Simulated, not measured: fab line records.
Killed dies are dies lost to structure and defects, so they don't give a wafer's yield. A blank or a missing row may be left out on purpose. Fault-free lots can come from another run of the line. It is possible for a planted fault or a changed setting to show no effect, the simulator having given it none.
Which tool was responsible? ; flow nandHarc ; 39 wafers from 13 lots sampled at 5 of the route's 1159 steps

WHAT THE GAUGES READ, wafer by wafer
NHARC_A_START_INSPECT_01.
lot;measured;on;rawDefectCount
L262;day 6 17:50;defectInspect-01;4 3 4
L263;day 7 00:40;defectInspect-01;0 5 2
L265;day 7 04:47;defectInspect-02;4 7 4
L266;day 7 12:52;defectInspect-02;3 3 2
L268;day 8 01:06;defectInspect-01;4 2 3
L269;day 8 10:21;defectInspect-01;6 4 3
L270;day 8 15:39;defectInspect-02;3 5 2
L272;day 8 20:33;defectInspect-02;5 1 6
L276;day 9 15:23;defectInspect-01;3 0 0
L281;day 11 03:32;defectInspect-02;2 3 3
L285;day 12 03:19;defectInspect-01;4 4 4
L283;day 12 04:01;defectInspect-01;1 4 5
L284;day 12 09:32;defectInspect-02;4 3 2

NHARC_A_ONON_D1_THK_MEAS_05: measures by ellipsometry.
lot;measured;on;thkNm (nm)
L262;day 7 18:58;filmMetro-01;992 993 992
L263;day 8 03:13;filmMetro-01;991 990 993
L265;day 8 06:53;filmMetro-01;1009 1009 1009
L266;day 8 15:43;filmMetro-01;1000 1002 1002
L268;day 9 01:14;filmMetro-01;970 969 969
L269;day 9 10:41;filmMetro-01;1003 1002 1005
L270;day 9 15:39;filmMetro-01;1006 1007 1005
L272;day 9 20:07;filmMetro-01;995 996 995
L276;day 10 15:37;filmMetro-01;1015 1017 1015
L281;day 12 04:35;filmMetro-01;980 1532 980
L285;day 13 04:13;filmMetro-01;982 979 981
L283;day 13 04:13;filmMetro-02;1005 1556 1005
L284;day 13 14:59;filmMetro-02;1006 1004 1007

NHARC_END_SORT_01.
lot;measured;on;killedAtArray;killedAtOther;killedAtPeriphery;killedDies;killedOpen;killedShort
L281;day 23 19:53;prober-01;12 675 20;1 2 0;3 0 5;16 677 25;2 1 6;1 5 1
L283;day 25 10:47;prober-02;18 674 22;0 0 0;2 3 1;20 677 23;2 4 3;3 3 5

WHAT TOOL EACH LOT RAN ON (gives the tool, then ch and the chambers of the sampled wafers, and finally the start)
lot;NHARC_P_BONDPAD_ETCH_24;NHARC_A_ONON_D1_DEP_03
L262;rieDiel-05 ch 1,2,3, day 6 17:50 or earlier;pecvdOnon-01 ch 0, day 7 18:34
L263;rieDiel-12 ch 0,3, day 6 22:08;pecvdOnon-03 ch 0, day 8 02:46
L265;rieDiel-12 ch 0,1, day 7 02:17;pecvdOnon-01 ch 0, day 8 06:22
L266;rieDiel-05 ch 0,1,2, day 7 12:52 or earlier;pecvdOnon-01 ch 0, day 8 15:12
L268;rieDiel-12 ch 0,2,3, day 8 01:06 or earlier;pecvdOnon-01 ch 0, day 9 00:46
L269;rieDiel-12 ch 0,2, day 8 07:50;pecvdOnon-03 ch 0, day 9 10:14
L270;rieDiel-12 ch 0,1, day 8 12:43;pecvdOnon-03 ch 0, day 9 15:09
L272;rieDiel-05 ch 1,2,3, day 8 20:33 or earlier;pecvdOnon-01 ch 0, day 9 19:37
L276;rieDiel-05 ch 0,1, day 9 12:31;pecvdOnon-03 ch 0, day 10 15:06
L281;rieDiel-05 ch 0,1, day 11 03:32 or earlier;pecvdOnon-02 ch 0, day 12 04:04
L285;rieDiel-12 ch 0,3, day 12 03:19 or earlier;pecvdOnon-01 ch 0, day 13 03:42
L283;rieDiel-05 ch 1,2,3, day 12 04:01 or earlier;pecvdOnon-02 ch 0, day 13 03:43
L284;rieDiel-12 ch 2,3, day 12 09:32 or earlier;pecvdOnon-01 ch 0, day 13 14:32
- NHARC_P_BONDPAD_ETCH_24: etches the open film in CF4/N2, target depth 30 nm, time 72.99 s.
- NHARC_A_ONON_D1_DEP_03: target thk 1000 nm.

AS READ BY THE TOOLS THEMSELVES (means over the sampled wafers that have a number; for cases with no such wafer, the mark the record gives instead)
NHARC_P_BONDPAD_ETCH_24.
lot;tool;drypumpMotorCurrentA (A);oesProductAu (a.u.);rfVppV (V);showerheadPlenumPTorr (Torr);throttleValvePct (%)
L262;rieDiel-05;5.6;0.990;312.0;2.53;19.789
L263;rieDiel-12;5.5;0.991;310.8;2.50;19.792
L265;rieDiel-12;5.3;0.990;312.0;2.52;19.789
L266;rieDiel-05;5.6;0.983;312.1;2.54;19.787
L268;rieDiel-12;5.6;1.002;313.7;2.59;19.791
L269;rieDiel-12;5.8;0.991;313.3;2.58;19.792
L270;rieDiel-12;5.5;0.987;312.8;2.50;19.799
L272;rieDiel-05;5.6;0.987;315.6;2.66;19.788
L276;rieDiel-05;5.7;0.992;311.8;2.50;19.789
L281;rieDiel-05;5.7;0.990;312.6;2.50;19.797
L285;rieDiel-12;5.2;1.008;312.0;2.51;19.791
L283;rieDiel-05;5.7;1.000;313.9;2.64;19.797
L284;rieDiel-12;5.8;1.005;315.3;2.69;19.792

NHARC_A_ONON_D1_DEP_03.
lot;tool;sih4FlowSccm (sccm)
L262;pecvdOnon-01;209.8
L263;pecvdOnon-03;210.5
L265;pecvdOnon-01;210.1
L266;pecvdOnon-01;210.0
L268;pecvdOnon-01;209.7
L269;pecvdOnon-03;210.8
L270;pecvdOnon-03;209.4
L272;pecvdOnon-01;210.2
L276;pecvdOnon-03;209.8
L281;pecvdOnon-02;210.8
L285;pecvdOnon-01;209.2
L283;pecvdOnon-02;209.6
L284;pecvdOnon-01;210.6

THE ANSWER, worked out from the rows above alone
Rule: what is usual is taken from the lots themselves. Put in order of their means at a reading, lots are off if they are a third of the lots or fewer, leave a main group of 4 or more, and stand apart from it by a gap of 3 or more times the standard deviation of the main group's means; of several such gaps the widest counts. A main group is skipped when, at the precision printed for the reading in the tables above, its means are all equal. Also off: a lot with no number at a reading for which 4 or more lots have one. All remaining lots with rows at the step are treated as sound. The gauges are gone through in route order, then the tools' own readings, and for those a lot's mean is taken as printed above. At the first step where some lot is off, the reading lying furthest off is the one used; lots without a number count as furthest.
Off, at NHARC_A_ONON_D1_THK_MEAS_05 on thkNm: L281, L283. The main group: mean 997 nm, standard deviation 13.
A tool fits if, at a process step before that reading, it ran every lot that is off, and no sound lot after the first of them. Those tools and the gauges at NHARC_A_ONON_D1_THK_MEAS_05 are tried in the same way. Because NHARC_P_BONDPAD_ETCH_24 lacks a start for some lots, the hours and order of its lots are taken from NHARC_A_START_INSPECT_01. Undecided on this evidence; 2 tools fit (rieDiel-05 at NHARC_P_BONDPAD_ETCH_24, pecvdOnon-02 at NHARC_A_ONON_D1_DEP_03).

WHAT THE SIMULATOR HAD INSERTED
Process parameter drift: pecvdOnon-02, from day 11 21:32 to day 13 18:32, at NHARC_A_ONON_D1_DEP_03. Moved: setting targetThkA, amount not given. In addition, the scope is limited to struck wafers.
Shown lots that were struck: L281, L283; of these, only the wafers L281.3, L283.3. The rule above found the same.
